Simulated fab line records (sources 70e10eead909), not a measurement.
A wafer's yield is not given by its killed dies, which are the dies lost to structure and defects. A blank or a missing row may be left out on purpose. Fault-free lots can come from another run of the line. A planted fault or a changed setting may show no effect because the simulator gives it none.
fab line records | flow nand-harc
record: lots: 6 | wafers: 18 | last-day: 32
route steps=1302 shown A_WL_FILL@956
lots that met no fault: from a run of the same line without faults
start-h: hours from the record's opening day to when the first of the lot's shown wafers began | wait-h: how many hours have passed since the lot's step before this one | " identical to the entry in the row above | L1.1+2: a row that stands for several wafers | - no value, or no start was given | * or withheld: withheld | < > ~ a bound
route shown NAME@n: a module of which the file shows steps, and the number in the route of the first | usual: mean and standard deviation over wafers with no fault | same: alike in all rows | chamber/n: place in a boat | sites: per-site readings | _std_site: standard deviation of those values | _edge_site: outer sites' mean less inner sites' | radius-mm: how far each site lies from the wafer's centre | mask NAME#n: copy n | behind: the tool/chamber that last shaped the wafer | hold: the reason the lot was held/the length of the hold in hours/how it ended | device: names the non-switching transistor (n, p or np) | end of line: the same wafers' tests at the end of the route | a step without rows: its recipe alone | killed: the dies lost at the first sort to structure and to defects; this is not the yield of the wafer | map: the dies of a wafer, with x for killed, . for not killed, _ for no die there
set.NAME: setting as actually run; set.NAME@STEP: the setting as run at that earlier step | model.NAME: the simulator's own value behind a step, which no gauge read
a table for each step, a row for each wafer; lots at some steps of the route
services: when a tool's chamber went out of use (start-h, in hours from the record's first day, below 0 if earlier), for how many hours, and the reason
== steps ==
step: NHARC_A_WL_FILL_CVD_03
recipe: target-thk-a: 400 | temp-c: 300 | pressure-torr: 40 | wf6-flow-sccm: 40 | h2-flow-sccm: 1600 | ar-flow-sccm: 1560 | time-s: 279 | material: W
usual: heater-power-w: 449/37 | mfc-ar-sccm: 1560/4.4 | throttle-valve-pct: 7.99/0.25
lot.wafer | tool     | chamber | start-h | wait-h | heater-power-w | mfc-ar-sccm | throttle-valve-pct
L231.2    | cvd-w-01 | 1       | 519.78  | 0.1    | 519            | 1560        | 8.47
L231.4    | "        | 0       | "       | "      | 408            | 1558        | 7.78
L231.6    | "        | 0       | "       | "      | 409            | 1559        | 7.80
L233.1    | cvd-w-02 | 1       | 566.58  | 0.1    | 448            | 1554        | 7.56
L233.3    | "        | 0       | "       | "      | 462            | 1561        | 8.48
L233.6    | "        | 1       | "       | "      | 448            | 1556        | 7.94
L236.1    | cvd-w-02 | 0       | 578.43  | 0.1    | 465            | 1553        | 8.39
L236.3    | "        | 0       | "       | "      | 460            | 1550        | 8.37
L236.4    | "        | 1       | "       | "      | 447            | 1560        | 8.07
L238.4    | cvd-w-01 | 0       | 590.92  | 0.2    | 401            | 1556        | 7.84
L238.3    | "        | 1       | "       | "      | 491            | 1562        | 7.70
L238.6    | "        | 1       | "       | "      | 478            | 1564        | 7.84
L241.1    | cvd-w-02 | 1       | 632.26  | 0.1    | 446            | 1564        | 7.81
L241.3    | "        | 1       | "       | "      | 444            | 1558        | 7.88
L241.5    | "        | 1       | "       | "      | 440            | 1566        | 7.79
L247.4    | cvd-w-01 | 0       | 678.88  | 0.2    | 399            | 1562        | 8.05
L247.3    | "        | 1       | "       | "      | 481            | 1561        | 8.06
L247.5    | "        | 0       | "       | "      | 402            | 1564        | 8.05
step: NHARC_A_WL_FILL_ETCHBACK_04
recipe: target-depth-a: 600 | time-s: 120 | chemistry: NF3
usual: drypump-motor-current-A: 5.67/0.3 | oes-product-au: 1.001/0.009 | run-length-s: 141.4/0.31
lot.wafer | tool         | chamber | start-h | wait-h | drypump-motor-current-A | oes-product-au | rf-hours-counter-h | run-length-s
L231.2    | rie-metal-02 | 1       | 520.09  | 0.3    | 5.73                    | 0.998          | 1.1                | 141.9
L231.4    | "            | 0       | "       | "      | 5.10                    | 0.999          | -                  | 141.7
L231.6    | "            | 1       | "       | "      | 5.76                    | 1.008          | -                  | 141.7
L233.1    | rie-metal-01 | 0       | 566.98  | 0.4    | 6.04                    | 1.012          | 3.5                | 141.0
L233.3    | "            | 1       | "       | "      | 5.75                    | 1.021          | -                  | 141.3
L233.6    | "            | 1       | "       | "      | 5.76                    | 1.015          | -                  | 141.8
L236.1    | rie-metal-02 | 1       | 578.83  | 0.4    | 5.78                    | 1.004          | 1.9                | 141.3
L236.4    | "            | 0       | "       | "      | 5.07                    | 1.016          | -                  | 141.9
L236.3    | "            | 1       | "       | "      | 5.76                    | 0.994          | -                  | 141.9
L238.3    | rie-metal-01 | 1       | 591.25  | 0.2    | 5.76                    | 1.002          | -                  | 141.5
L238.4    | "            | 0       | "       | "      | 6.03                    | 1.016          | -                  | 141.1
L238.6    | "            | 1       | "       | "      | 5.77                    | 1.018          | -                  | 141.0
L241.1    | rie-metal-01 | 1       | 632.63  | 0.3    | 5.78                    | 0.995          | 0.6                | 141.2
L241.3    | "            | 1       | "       | "      | 5.77                    | 1.006          | -                  | 141.5
L241.5    | "            | 0       | "       | "      | 6.04                    | 1.004          | -                  | 141.3
L247.4    | rie-metal-03 | 0       | 679.22  | 0.3    | 5.67                    | 1.006          | -                  | 141.5
L247.3    | "            | 1       | "       | "      | 5.75                    | 0.989          | -                  | 141.2
L247.5    | "            | 1       | "       | "      | 5.76                    | 0.987          | -                  | 141.1
step: NHARC_A_WL_FILL_ETCHBACK_05
recipe: target-depth-a: 220 | time-s: 60 | temp-c: 40 | chemistry: Cl2/BCl3
usual: drypump-motor-current-A: 5.67/0.3 | oes-product-au: 1.001/0.0093 | run-length-s: 81.4/0.3
lot.wafer | tool         | chamber | start-h | wait-h | drypump-motor-current-A | oes-product-au | rf-hours-counter-h | run-length-s
L231.2    | rie-metal-02 | 0       | 520.33  | 0.2    | 5.14                    | 1.008          | 1.2                | 81.7
L231.4    | "            | 1       | "       | "      | 5.75                    | 1.000          | -                  | 81.4
L231.6    | "            | 1       | "       | "      | 5.76                    | 0.995          | -                  | 81.3
L233.1    | rie-metal-01 | 1       | 567.20  | 0.2    | 5.75                    | 1.006          | 2.2                | 81.0
L233.3    | "            | 1       | "       | "      | 5.77                    | 1.002          | -                  | 81.6
L233.6    | "            | 0       | "       | "      | 6.04                    | 0.993          | -                  | 81.3
L236.1    | rie-metal-02 | 0       | 579.06  | 0.2    | 5.10                    | 1.011          | 2.0                | 81.7
L236.3    | "            | 1       | "       | "      | 5.74                    | 1.000          | -                  | 81.4
L236.4    | "            | 0       | "       | "      | 5.11                    | 1.003          | -                  | 81.6
L238.4    | rie-metal-01 | 1       | 591.45  | 0.1    | 5.77                    | 1.004          | -                  | 81.6
L238.3    | "            | 0       | "       | "      | 6.05                    | 1.013          | -                  | 81.1
L238.6    | "            | 1       | "       | "      | 5.75                    | 0.995          | -                  | 81.3
L241.1    | rie-metal-01 | 0       | 632.86  | 0.2    | 6.07                    | 1.011          | 0.7                | 81.1
L241.3    | "            | 0       | "       | "      | 6.07                    | 1.007          | -                  | 81.9
L241.5    | "            | 0       | "       | "      | 6.05                    | 1.003          | -                  | 81.4
L247.3    | rie-metal-03 | 0       | 679.42  | 0.1    | 5.64                    | 1.016          | -                  | 81.2
L247.4    | "            | 1       | "       | "      | 5.79                    | 0.996          | -                  | 81.0
L247.5    | "            | 0       | "       | "      | 5.63                    | 1.017          | -                  | 81.0
step: NHARC_A_WL_FILL_STRIP_27
recipe: power-w: 1500 | temp-c: 250 | time-s: 20 | chemistry: N2/H2
usual: drypump-motor-current-A: 5.6/0.46 | heater-power-w: 327/20
lot.wafer | tool            | chamber | start-h | wait-h | drypump-motor-current-A | heater-power-w | rf-hours-counter-h
L231.2    | plasma-asher-02 | 1       | 520.47  | 0.1    | 6.0                     | 309            | 18
L231.4    | "               | 0       | "       | "      | 6.2                     | 345            | -
L231.6    | "               | 0       | "       | "      | 6.2                     | 344            | -
L233.1    | plasma-asher-01 | 0       | 567.33  | 0.1    | 5.0                     | 303            | 34
L233.3    | "               | 0       | "       | "      | 5.1                     | 300            | -
L233.6    | "               | 0       | "       | "      | 5.1                     | 304            | -
L236.1    | plasma-asher-02 | 0       | 579.44  | 0.4    | 6.2                     | 325            | 29
L236.3    | "               | 0       | "       | "      | 6.2                     | 344            | -
L236.4    | "               | 1       | "       | "      | 6.0                     | 311            | -
L238.3    | plasma-asher-02 | 0       | 591.61  | 0.1    | 6.2                     | 342            | -
L238.4    | "               | 1       | "       | "      | 6.0                     | 299            | -
L238.6    | "               | 0       | "       | "      | 6.2                     | 342            | -
L241.1    | plasma-asher-01 | 1       | 633.00  | 0.1    | 5.3                     | 347            | 8
L241.3    | "               | 1       | "       | "      | 5.3                     | 357            | -
L241.5    | "               | 1       | "       | "      | 5.4                     | 349            | -
L247.4    | plasma-asher-02 | 1       | 679.58  | 0.1    | 6.0                     | 306            | -
L247.3    | "               | 0       | "       | "      | 6.2                     | 355            | -
L247.5    | "               | 1       | "       | "      | 6.0                     | 304            | -
step: NHARC_A_WL_FILL_STRIP_28
recipe: time-s: 1200 | temp-c: 72.5 | chemistry: post-etch-residue-remover
step: NHARC_A_WL_FILL_PRECLEAN_06
recipe: time-s: 300 | chemistry: DIW
step: NHARC_A_WL_FILL_SRD_07
step: NHARC_A_WL_FILL_ANNEAL_08
recipe: temp-c: 450 | time-s: 1800
step: NHARC_A_WL_FILL_ALD_10
recipe: target-thk-a: 500 | pulse-time-s: 10 | ald-cycles: 500 | temp-c: 300 | material: SiO2
step: NHARC_A_WL_FILL_ETCHBACK_16
recipe: target-depth-a: 1200 | time-s: 24 | c4f8-flow-sccm: withheld | o2-flow-sccm: 8 | ar-flow-sccm: withheld | rf-w: 600 | bias-w: 800 | chemistry: C4F8/O2/Ar
step: NHARC_A_WL_FILL_STRIP_29
recipe: time-s: 20 | o2-flow-sccm: 500 | ar-flow-sccm: 0 | bias-w: 0 | chemistry: O2
usual: drypump-motor-current-A: 5.8/0.34 | mfc-ar-sccm: 0.007/0.01 | oes-product-au: 1.000/0.0096 | rf-vpp-V: 57.7/0.95 | showerhead-plenum-p-Torr: 3.45/0.12 | throttle-valve-pct: 17.036/0.0087
same: bias-w: 0
lot.wafer | tool        | chamber | start-h | wait-h | drypump-motor-current-A | mfc-ar-sccm | oes-product-au | rf-hours-counter-h | rf-vpp-V | showerhead-plenum-p-Torr | throttle-valve-pct
L231.2    | rie-diel-10 | 2       | 530.53  | 0.1    | 5.6                     | 0           | 1.005          | 3.4                | 58.2     | 3.45                     | 17.053
L231.6    | "           | 2       | "       | "      | 5.6                     | 0           | 1.010          | -                  | 57.0     | 3.45                     | 17.035
L231.4    | "           | 0       | "       | "      | 6.5                     | 0           | 0.992          | -                  | 57.2     | 3.57                     | 17.044
L233.1    | rie-diel-10 | 2       | 579.07  | 0.1    | 5.6                     | 0           | 1.010          | 4.2                | 55.8     | 3.44                     | 17.029
L233.3    | "           | 3       | "       | "      | 5.2                     | 0.003       | 1.023          | 1.7                | 57.1     | 3.30                     | 17.045
L233.6    | "           | 1       | "       | "      | 5.9                     | 0           | 1.001          | -                  | 56.1     | 3.42                     | 17.033
L236.3    | rie-diel-02 | 3       | 589.60  | 0.1    | 5.6                     | 0.025       | 0.992          | 0.9                | 58.1     | 3.37                     | 17.034
L236.4    | "           | 0       | "       | "      | 5.8                     | 0           | 0.999          | 0.9                | 58.0     | 3.46                     | 17.036
L236.1    | "           | 2       | "       | "      | 6.2                     | 0.006       | 0.999          | 0.8                | 56.8     | 3.37                     | 17.041
L238.3    | rie-diel-04 | 1       | 605.04  | 0.1    | 5.6                     | 0           | 0.994          | 0.9                | 58.9     | 3.48                     | 17.026
L238.4    | "           | 2       | "       | "      | 5.2                     | 0           | 0.993          | 2.3                | 57.9     | 3.48                     | 17.041
L238.6    | "           | 1       | "       | "      | 5.6                     | 0           | 1.001          | -                  | 56.4     | 3.48                     | 17.032
L241.3    | rie-diel-04 | 1       | 643.03  | 0.1    | 5.6                     | 0           | 0.997          | 1.7                | 57.3     | 3.48                     | 17.047
L241.1    | "           | 0       | "       | "      | 5.7                     | 0.026       | 0.995          | 3.2                | 57.0     | 3.33                     | 17.040
L241.5    | "           | 2       | "       | "      | 5.2                     | 0           | 0.989          | -                  | 57.7     | 3.48                     | 17.031
L247.3    | rie-diel-02 | 1       | 686.83  | 0.1    | 5.6                     | 0           | 0.990          | 5.4                | 57.1     | 3.43                     | 17.044
L247.4    | "           | 3       | "       | "      | 5.6                     | 0.025       | 0.994          | 5.7                | 59.7     | 3.37                     | 17.033
L247.5    | "           | 2       | "       | "      | 6.3                     | 0.006       | 1.010          | -                  | 57.6     | 3.36                     | 17.044
step: NHARC_A_WL_FILL_ETCHBACK_17
recipe: target-depth-a: 40 | time-s: 26.7 | chemistry: Cl2/BCl3
usual: drypump-motor-current-A: 5.6/0.31 | oes-product-au: 1.001/0.011 | run-length-s: 48.1/0.3
lot.wafer | tool         | chamber | start-h | wait-h | drypump-motor-current-A | oes-product-au | rf-hours-counter-h | run-length-s
L231.2    | rie-metal-01 | 0       | 530.62  | -      | 6.1                     | 0.986          | 3.2                | 48.1
L231.4    | "            | 1       | "       | "      | 5.7                     | 1.012          | -                  | 48.1
L231.6    | "            | 1       | "       | "      | 5.8                     | 1.008          | -                  | 47.8
L233.1    | rie-metal-02 | 0       | 579.16  | -      | 5.1                     | 1.017          | 2.1                | 38.0
L233.3    | "            | 1       | "       | "      | 5.8                     | 1.005          | -                  | 48.0
L233.6    | "            | 0       | "       | "      | 5.1                     | 1.016          | -                  | 38.2
L236.1    | rie-metal-02 | 1       | 589.70  | -      | 5.8                     | 0.999          | 2.2                | 48.0
L236.3    | "            | 0       | "       | "      | 5.1                     | 1.014          | -                  | 37.9
L236.4    | "            | 1       | "       | "      | 5.7                     | 0.999          | -                  | 48.1
L238.3    | rie-metal-03 | 1       | 605.17  | -      | 5.8                     | 0.975          | -                  | 47.5
L238.4    | "            | 0       | "       | "      | 5.6                     | 1.008          | -                  | 48.1
L238.6    | "            | 1       | "       | "      | 5.8                     | 0.972          | -                  | 47.7
L241.1    | rie-metal-01 | 0       | 643.11  | -      | 6.0                     | 1.019          | 0.8                | 47.8
L241.3    | "            | 1       | "       | "      | 5.8                     | 1.005          | -                  | 47.8
L241.5    | "            | 1       | "       | "      | 5.8                     | 1.010          | -                  | 48.4
L247.4    | rie-metal-02 | 1       | 686.95  | -      | 5.8                     | 1.001          | -                  | 48.1
L247.3    | "            | 0       | "       | "      | 5.1                     | 0.985          | -                  | 48.4
L247.5    | "            | 1       | "       | "      | 5.8                     | 0.998          | -                  | 48.1
step: NHARC_A_WL_FILL_PRECLEAN_18
recipe: time-s: 30 | chemistry: dHF
== services ==
tool            | chamber | start-h | hours | kind
cvd-w-02        | -       | 497.45  | 1.5   | repair
rie-diel-10     | 2       | 503.04  | 2.9   | repair
rie-metal-03    | -       | 519.00  | 9.0   | pm
rie-diel-04     | -       | 532.00  | 9.0   | pm
cvd-w-01        | -       | 547.00  | 13.0  | pm
plasma-asher-02 | -       | 558.44  | 8.9   | repair
rie-diel-04     | 1       | 560.82  | 37.2  | repair
rie-metal-03    | -       | 566.48  | 0.3   | repair
rie-diel-02     | -       | 570.77  | 9.0   | pm
rie-metal-01    | -       | 575.00  | 9.0   | pm
rie-metal-01    | 0       | 575.00  | 9.0   | vent-cycle
rie-metal-01    | 1       | 575.00  | 9.0   | vent-cycle
plasma-asher-01 | -       | 578.73  | 9.0   | pm
rie-metal-01    | 0       | 584.00  | -     | clean
rie-metal-01    | 1       | 584.00  | -     | clean
cvd-w-02        | 1       | 584.94  | 2.1   | repair
rie-metal-03    | -       | 588.20  | 0.2   | repair
cvd-w-01        | -       | 594.81  | 0.6   | repair
rie-diel-10     | -       | 596.50  | 9.0   | pm
plasma-asher-02 | -       | 603.19  | 9.0   | pm
rie-metal-02    | -       | 631.00  | 9.0   | pm
cvd-w-02        | -       | 635.86  | 13.0  | pm
plasma-asher-01 | -       | 640.63  | 3.1   | repair
rie-metal-01    | 0       | 651.95  | 10.5  | repair
== key ==
first-sign: step: NHARC_A_WL_FILL_ETCHBACK_17 | reading: run-length-s | direction: down | sigmas: 33 | usual: * | struck: *
effect none on later readings
met-at NHARC_A_WL_FILL_ETCHBACK_17
struck-wafers L233.1,L233.6,L236.3
later-rows-left-out L233.1,L233.6,L236.3
sort-left-out L233.1,L233.6,L236.3
tester-left-out L233,L236
fault: kind: process-parameter-drift | tool: rie-metal-02 | chamber: 0 | onset-h: 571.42 | steps: NHARC_A_WL_FILL_ETCHBACK_17 | channel: time-s | offset: * | shape: step | end-h: 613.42 | acts-in: * | stated: *
tester-left-out: of these lots the tester's yield and bins aren't shown, on N5 and GAA mostly nor the transistor test; their killed dies are dies lost to structure and defects alone, not to doping, threshold or leakage, so they don't give the yield
sort-left-out: the simulated sort isn't trusted on such a fault, so these wafers' sort isn't shown, and their yield isn't known
later-rows-left-out: the simulator's readings of these wafers behind a module that went badly wrong aren't trusted and aren't shown, but for the sort
